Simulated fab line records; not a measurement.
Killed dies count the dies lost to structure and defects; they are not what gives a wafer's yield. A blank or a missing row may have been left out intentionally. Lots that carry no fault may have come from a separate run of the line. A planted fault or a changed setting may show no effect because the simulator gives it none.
fab line records | flow n5Finfet
record lots=10 | wafers=30 | lastDay=20
route steps=1938 shown BEOL_M12@1636 BEOL_M13@1662
lots with no fault: from the same line, run without faults
startH: hours from the record's opening day to when the first of the lot's shown wafers began | waitH: hours from the lot's prior step to this one | " unchanged from the row above | L1.1+2: a row that stands for several wafers | - value missing, or start not given | * or withheld: withheld | < > ~ a bound
route shown NAME@n: names a module that has steps shown in the file, with the first one's number in the route | usual: mean and standard deviation over wafers with no fault | same: alike in all rows | chamber/n: place in a boat | sites: readings site by site | _std_site: standard deviation of those values | _edge_site: the outer-site mean with the inner-site mean subtracted | radiusMm: for every site, how far away it sits from the centre of the wafer | mask NAME#n: copy n | behind: the last tool/chamber to shape the wafer | hold: why the lot was held/for how many hours/how that ended | device: whichever transistor did not switch (one of n, p or np) | end of line: at the end of the route, the tests of the same wafers | a step given without rows: its recipe and nothing more | killed: not the wafer's yield, but the dies lost to structure and defects at the first sort | map: the dies of a wafer, with x for killed, . for not killed, _ for no die there
set.NAME: the setting the step ran with; set.NAME@STEP: the setting that earlier step ran with | model.NAME: the simulator's own value behind a step, which no gauge read
the route's steps for a sample of lots (tables are steps, rows are wafers)
services: from which hour (startH, from the record's first day; less than 0 if before it) a tool's chamber was out of use, for how many hours, and why
## steps
# step N5_BEOL_M12_ETCH_67
# recipe chemistry=CF4 | target=SiARC | targetDepthA=1430 | timeS=238.3 | ionEnergyEv=80 | pressureMtorr=40 | sourceW=545 | biasW=36 | Ar_flow_sccm=100 | cf4FlowSccm=100 | ends=cleared
# usual drypumpMotorCurrentA=5.6/0.35 | etchRfOnTimeS=238/4.7 | oesProductAu=0.71/0.063 | rfVppV=184.4/0.97 | showerheadPlenumPTorr=2.18/0.048 | throttleValvePct=15.36/0.23
lot.wafer | tool       | chamber | startH | waitH | drypumpMotorCurrentA | etchRfOnTimeS | oesProductAu | rfHoursCounterH | rfVppV | showerheadPlenumPTorr | throttleValvePct
L601.2    | rieDiel-06 | 2       | 259.17 | 0.0   | 5.7                  | 236           | 0.79         | 17              | 184.1  | 2.18                  | 15.09
L601.4    | "          | 1       | "      | "     | 5.6                  | 243           | 0.67         | 108             | 184.8  | 2.14                  | 15.67
L601.6    | "          | 0       | "      | "     | 5.2                  | 239           | 0.75         | -               | 184.7  | 2.18                  | 15.04
L605.1    | rieDiel-06 | 0       | 281.95 | 0.0   | 5.2                  | 237           | 0.75         | 40              | 184.0  | 2.18                  | 15.07
L605.4    | "          | 3       | "      | "     | 4.9                  | 243           | 0.57         | 243             | 182.3  | 2.04                  | 15.74
L605.5    | "          | 2       | "      | "     | 5.6                  | 232           | 0.78         | -               | 184.4  | 2.18                  | 15.09
L604.1    | rieDiel-01 | 0       | 286.20 | 0.0   | 5.9                  | 246           | 0.70         | 58              | 185.2  | 2.26                  | 15.16
L604.5    | "          | 3       | "      | "     | 5.2                  | 232           | 0.72         | -               | 184.8  | 2.18                  | 15.39
L604.6    | "          | 2       | "      | "     | 5.9                  | 248           | 0.65         | -               | 186.1  | 2.22                  | 15.30
L608.2    | rieDiel-06 | 0       | 310.16 | 0.0   | 5.2                  | 240           | 0.74         | 50              | 183.7  | 2.17                  | 15.08
L608.3    | "          | 2       | "      | "     | 5.7                  | 234           | 0.76         | 36              | 185.2  | 2.17                  | 15.12
L608.4    | "          | 2       | "      | "     | 5.6                  | 233           | 0.76         | -               | 184.4  | 2.17                  | 15.11
L611.3    | rieDiel-01 | 2       | 361.63 | 0.0   | 5.9                  | 243           | 0.64         | 129             | 185.7  | 2.21                  | 15.37
L611.5    | "          | 1       | "      | "     | 5.3                  | 233           | 0.84         | -               | 184.0  | 2.20                  | 15.44
L611.6    | "          | 0       | "      | "     | 5.9                  | 244           | 0.69         | -               | 185.0  | 2.25                  | 15.21
L612.3    | rieDiel-04 | 0       | 362.02 | 0.0   | 6.1                  | 234           | 0.73         | 86              | 184.1  | 2.17                  | 15.21
L612.4    | "          | 2       | "      | "     | 5.9                  | 232           | 0.83         | -               | 184.6  | 2.11                  | 15.30
L612.6    | "          | 3       | "      | "     | 5.5                  | 237           | 0.70         | -               | 184.8  | 2.17                  | 15.27
L616.2    | rieDiel-04 | 3       | 375.17 | 0.0   | 5.5                  | 240           | 0.68         | 78              | 183.7  | 2.17                  | 15.29
L616.3    | "          | 0       | "      | "     | 6.1                  | 239           | 0.71         | 92              | 186.0  | 2.17                  | 15.23
L616.5    | "          | 3       | "      | "     | 5.5                  | 238           | 0.68         | -               | 183.9  | 2.17                  | 15.29
L617.4    | rieDiel-01 | 0       | 384.53 | 0.0   | 5.9                  | 243           | 0.67         | 90              | 185.2  | 2.25                  | 15.22
L617.5    | "          | 2       | "      | "     | 5.9                  | 245           | 0.63         | -               | 185.1  | 2.21                  | 15.38
L617.6    | "          | 3       | "      | "     | 5.2                  | 230           | 0.69         | -               | 184.8  | 2.16                  | 15.46
L618.2    | rieDiel-06 | 0       | 386.23 | 0.0   | 5.2                  | 240           | 0.70         | 76              | 184.8  | 2.17                  | 15.10
L618.4    | "          | 3       | "      | "     | 4.9                  | 235           | 0.76         | 24              | 185.9  | 2.28                  | 15.32
L618.6    | "          | 3       | "      | "     | 5.0                  | 234           | 0.76         | -               | 184.9  | 2.28                  | 15.35
L624.1    | rieDiel-04 | 3       | 432.09 | 0.0   | 5.5                  | 239           | 0.67         | 96              | 183.7  | 2.16                  | 15.33
L624.2    | "          | 0       | "      | "     | 6.0                  | 235           | 0.70         | 111             | 185.8  | 2.16                  | 15.26
L624.4    | "          | 1       | "      | "     | 6.2                  | 235           | 0.79         | 19              | 183.5  | 2.19                  | 15.68
# step N5_BEOL_M12_ETCH_68
# recipe chemistry=N2/H2 | target=SOC | maskMaterial=SiARC | sourceW=3000 | biasW=350 | tempC=40 | timeS=285 | ionEnergyEv=200 | pressureMtorr=30 | n2FlowSccm=200 | h2FlowSccm=200
# usual drypumpMotorCurrentA=5.6/0.35 | oesProductAu=0.83/0.074 | rfVppV=525.2/1.9 | showerheadPlenumPTorr=2.58/0.064 | throttleValvePct=17.46/0.25
# same timeS=285
lot.wafer | tool       | chamber | startH | waitH | drypumpMotorCurrentA | oesProductAu | rfHoursCounterH | rfVppV | showerheadPlenumPTorr | throttleValvePct
L601.2    | rieDiel-06 | 2       | 259.31 | 0.1   | 5.6                  | 0.91         | 18              | 525.1  | 2.61                  | 17.38
L601.4    | "          | 1       | "      | "     | 5.6                  | 0.79         | 108             | 523.5  | 2.55                  | 17.79
L601.6    | "          | 0       | "      | "     | 5.2                  | 0.90         | -               | 524.7  | 2.57                  | 16.97
L605.1    | rieDiel-06 | 0       | 282.09 | 0.1   | 5.2                  | 0.89         | 40              | 525.0  | 2.56                  | 16.98
L605.4    | "          | 3       | "      | "     | 4.9                  | 0.67         | 243             | 520.2  | 2.39                  | 17.68
L605.5    | "          | 2       | "      | "     | 5.7                  | 0.89         | -               | 524.2  | 2.60                  | 17.39
L604.1    | rieDiel-01 | 0       | 286.35 | 0.1   | 5.9                  | 0.85         | 58              | 528.7  | 2.68                  | 17.28
L604.5    | "          | 3       | "      | "     | 5.3                  | 0.84         | -               | 525.2  | 2.57                  | 17.46
L604.6    | "          | 2       | "      | "     | 5.9                  | 0.78         | -               | 527.1  | 2.68                  | 17.53
L608.2    | rieDiel-06 | 0       | 310.30 | 0.1   | 5.2                  | 0.87         | 50              | 526.3  | 2.56                  | 16.99
L608.3    | "          | 2       | "      | "     | 5.6                  | 0.88         | 36              | 526.0  | 2.60                  | 17.41
L608.4    | "          | 2       | "      | "     | 5.6                  | 0.88         | -               | 525.3  | 2.60                  | 17.42
L611.3    | rieDiel-01 | 2       | 361.78 | 0.1   | 6.0                  | 0.75         | 129             | 527.5  | 2.66                  | 17.60
L611.5    | "          | 1       | "      | "     | 5.3                  | 0.98         | -               | 523.9  | 2.59                  | 17.50
L611.6    | "          | 0       | "      | "     | 5.9                  | 0.80         | -               | 527.4  | 2.67                  | 17.33
L612.3    | rieDiel-04 | 0       | 362.16 | 0.1   | 6.1                  | 0.84         | 86              | 525.1  | 2.57                  | 17.38
L612.4    | "          | 2       | "      | "     | 5.9                  | 0.97         | -               | 522.1  | 2.49                  | 17.47
L612.6    | "          | 3       | "      | "     | 5.5                  | 0.82         | -               | 525.3  | 2.56                  | 17.26
L616.2    | rieDiel-04 | 3       | 375.32 | 0.1   | 5.5                  | 0.81         | 78              | 525.2  | 2.55                  | 17.29
L616.3    | "          | 0       | "      | "     | 6.1                  | 0.83         | 92              | 524.3  | 2.57                  | 17.40
L616.5    | "          | 3       | "      | "     | 5.5                  | 0.81         | -               | 524.9  | 2.55                  | 17.28
L617.4    | rieDiel-01 | 0       | 384.67 | 0.1   | 5.9                  | 0.80         | 90              | 528.3  | 2.67                  | 17.32
L617.5    | "          | 2       | "      | "     | 5.9                  | 0.75         | -               | 525.8  | 2.66                  | 17.61
L617.6    | "          | 3       | "      | "     | 5.3                  | 0.80         | -               | 522.8  | 2.55                  | 17.53
L618.2    | rieDiel-06 | 0       | 386.38 | 0.1   | 5.2                  | 0.84         | 76              | 522.7  | 2.55                  | 17.05
L618.4    | "          | 3       | "      | "     | 4.9                  | 0.90         | 24              | 527.5  | 2.70                  | 17.34
L618.6    | "          | 3       | "      | "     | 4.9                  | 0.88         | -               | 528.8  | 2.70                  | 17.35
L624.1    | rieDiel-04 | 3       | 432.24 | 0.1   | 5.5                  | 0.78         | 96              | 525.5  | 2.55                  | 17.32
L624.2    | "          | 0       | "      | "     | 6.1                  | 0.83         | 111             | 524.9  | 2.56                  | 17.44
L624.4    | "          | 1       | "      | "     | 6.2                  | 0.92         | 19              | 525.2  | 2.60                  | 17.79
# step N5_BEOL_M12_SPUTTER_44
# recipe material=Ta | targetThkA=100 | tempC=50 | biasV=80 | powerW=15000 | chamberPressurePa=0.07 | timeS=16.13
# usual chamberPressurePa=0.06999/0.00015 | throttleValvePct=29.8/0.79
# same timeS=16.13
lot.wafer | tool          | chamber | startH | waitH | chamberPressurePa | throttleValvePct
L601.2    | pvdSputter-02 | -       | 262.24 | 0.0   | 0.07009           | 29.3
L601.4    | "             | -       | "      | "     | 0.06967           | 29.6
L601.6    | "             | -       | "      | "     | 0.06984           | 29.9
L605.1    | pvdSputter-03 | -       | 283.14 | 0.0   | 0.07005           | 29.7
L605.4    | "             | -       | "      | "     | 0.07002           | 30.8
L605.5    | "             | -       | "      | "     | 0.0701            | 30.5
L604.1    | pvdSputter-03 | -       | 288.84 | 0.0   | 0.07023           | 30.4
L604.5    | "             | -       | "      | "     | 0.06981           | 29.2
L604.6    | "             | -       | "      | "     | 0.07009           | 29.3
L608.2    | pvdSputter-03 | -       | 313.16 | 0.0   | 0.07009           | 29.1
L608.3    | "             | -       | "      | "     | 0.06975           | 29.2
L608.4    | "             | -       | "      | "     | 0.06982           | 30.6
L611.3    | pvdSputter-02 | -       | 363.28 | 0.0   | 0.07001           | 30.0
L611.5    | "             | -       | "      | "     | 0.07006           | 30.1
L611.6    | "             | -       | "      | "     | 0.07006           | 29.1
L612.3    | pvdSputter-02 | -       | 363.78 | 0.0   | 0.07011           | 29.9
L612.4    | "             | -       | "      | "     | 0.06988           | 29.1
L612.6    | "             | -       | "      | "     | 0.07021           | 30.3
L616.2    | pvdSputter-02 | -       | 379.46 | 0.0   | 0.0703            | 29.0
L616.3    | "             | -       | "      | "     | 0.07023           | 30.1
L616.5    | "             | -       | "      | "     | 0.06979           | 29.6
L617.4    | pvdSputter-01 | -       | 385.73 | 0.0   | 0.06999           | 29.9
L617.5    | "             | -       | "      | "     | 0.07009           | 28.2
L617.6    | "             | -       | "      | "     | 0.07015           | 31.3
L618.2    | pvdSputter-03 | -       | 389.40 | 0.0   | 0.06966           | 30.6
L618.4    | "             | -       | "      | "     | 0.06969           | 29.1
L618.6    | "             | -       | "      | "     | 0.06997           | 29.6
L624.1    | pvdSputter-01 | -       | 435.16 | 0.0   | 0.07018           | 31.1
L624.2    | "             | -       | "      | "     | 0.07009           | 30.2
L624.4    | "             | -       | "      | "     | 0.07009           | 29.9
# step N5_BEOL_M13_COAT_04
# recipe spinRpm=1625 | resistThkNm=400
# usual spinSpeedRpm=1625.0/1.2
lot.wafer | tool          | chamber | startH | waitH | spinSpeedRpm
L601.2    | lithoTrack-03 | 0       | 264.29 | -     | 1625.6
L601.4    | "             | 0       | "      | "     | 1624.4
L601.6    | "             | 0       | "      | "     | 1625.1
L605.1    | lithoTrack-05 | 0       | 284.50 | -     | 1623.6
L605.4    | "             | 0       | "      | "     | 1624.0
L605.5    | "             | 0       | "      | "     | 1625.0
L604.1    | lithoTrack-05 | 0       | 290.15 | -     | 1624.6
L604.5    | "             | 0       | "      | "     | 1623.8
L604.6    | "             | 0       | "      | "     | 1625.0
L608.2    | lithoTrack-02 | 0       | 314.49 | -     | 1623.0
L608.3    | "             | 0       | "      | "     | 1624.0
L608.4    | "             | 0       | "      | "     | 1623.9
L611.3    | lithoTrack-05 | 0       | 364.59 | -     | 1674.9
L611.5    | "             | 0       | "      | "     | 1674.0
L611.6    | "             | 0       | "      | "     | 1673.4
L612.3    | lithoTrack-05 | 0       | 365.12 | -     | 1674.1
L612.4    | "             | 0       | "      | "     | 1673.4
L612.6    | "             | 0       | "      | "     | 1674.6
L616.2    | lithoTrack-03 | 0       | 380.80 | -     | 1623.8
L616.3    | "             | 0       | "      | "     | 1623.8
L616.5    | "             | 0       | "      | "     | 1626.0
L617.4    | lithoTrack-02 | 0       | 387.05 | -     | 1627.2
L617.5    | "             | 0       | "      | "     | 1626.8
L617.6    | "             | 0       | "      | "     | 1625.4
L618.2    | lithoTrack-02 | 0       | 390.72 | -     | 1624.8
L618.4    | "             | 0       | "      | "     | 1625.7
L618.6    | "             | 0       | "      | "     | 1625.5
L624.1    | lithoTrack-02 | 0       | 436.53 | -     | 1626.2
L624.2    | "             | 0       | "      | "     | 1625.6
L624.4    | "             | 0       | "      | "     | 1627.6
## services
tool          | chamber | startH | hours | kind
rieDiel-01    | -       | 252.18 | 2.8   | pm
rieDiel-06    | 3       | 304.55 | -     | clean
rieDiel-06    | 3       | 304.55 | -     | consumableReplace:focusRing
rieDiel-06    | 3       | 304.55 | -     | consumableReplace:showerhead
rieDiel-01    | 1       | 310.65 | -     | clean
rieDiel-01    | 1       | 310.65 | -     | consumableReplace:focusRing
rieDiel-01    | 1       | 310.65 | 29.0  | scheduledDown
rieDiel-01    | 1       | 310.65 | 29.0  | ventCycle
rieDiel-04    | 2       | 335.54 | -     | clean
rieDiel-04    | 2       | 335.54 | -     | consumableReplace:focusRing
rieDiel-04    | 2       | 335.54 | 23.7  | scheduledDown
rieDiel-04    | 2       | 335.54 | 23.7  | ventCycle
rieDiel-04    | 1       | 338.83 | 3.5   | repair
pvdSputter-01 | -       | 344.74 | 1.6   | repair
pvdSputter-02 | -       | 351.20 | 11.7  | repair
rieDiel-06    | 1       | 354.22 | 10.2  | repair
rieDiel-01    | 0       | 354.91 | 5.7   | repair
rieDiel-04    | 1       | 359.22 | -     | clean
rieDiel-04    | 1       | 359.22 | -     | consumableReplace:focusRing
rieDiel-04    | 1       | 359.22 | 19.2  | scheduledDown
rieDiel-04    | 1       | 359.22 | 19.2  | ventCycle
pvdSputter-03 | -       | 378.22 | 3.7   | repair
pvdSputter-03 | -       | 421.46 | 2.4   | repair
pvdSputter-01 | -       | 425.15 | 1.2   | repair
## key
firstSign step=N5_BEOL_M13_COAT_04 | reading=spinSpeedRpm | direction=up | sigmas=39 | usual=* | struck=*
effect none on later readings
metAt N5_BEOL_M13_COAT_04
struckLots L611,L612
notActingAt N5_BEOL_M12_ETCH_67,N5_BEOL_M12_ETCH_68,N5_BEOL_M12_SPUTTER_44
onsetBetween 290.15 364.59
fault kind=processParameterDrift | tool=lithoTrack-05 | chamber=- | onsetH=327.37 | steps=N5_BEOL_M13_COAT_04 | channel=spinRpm | offset=* | shape=step | endH=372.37 | actsIn=* | stated=*
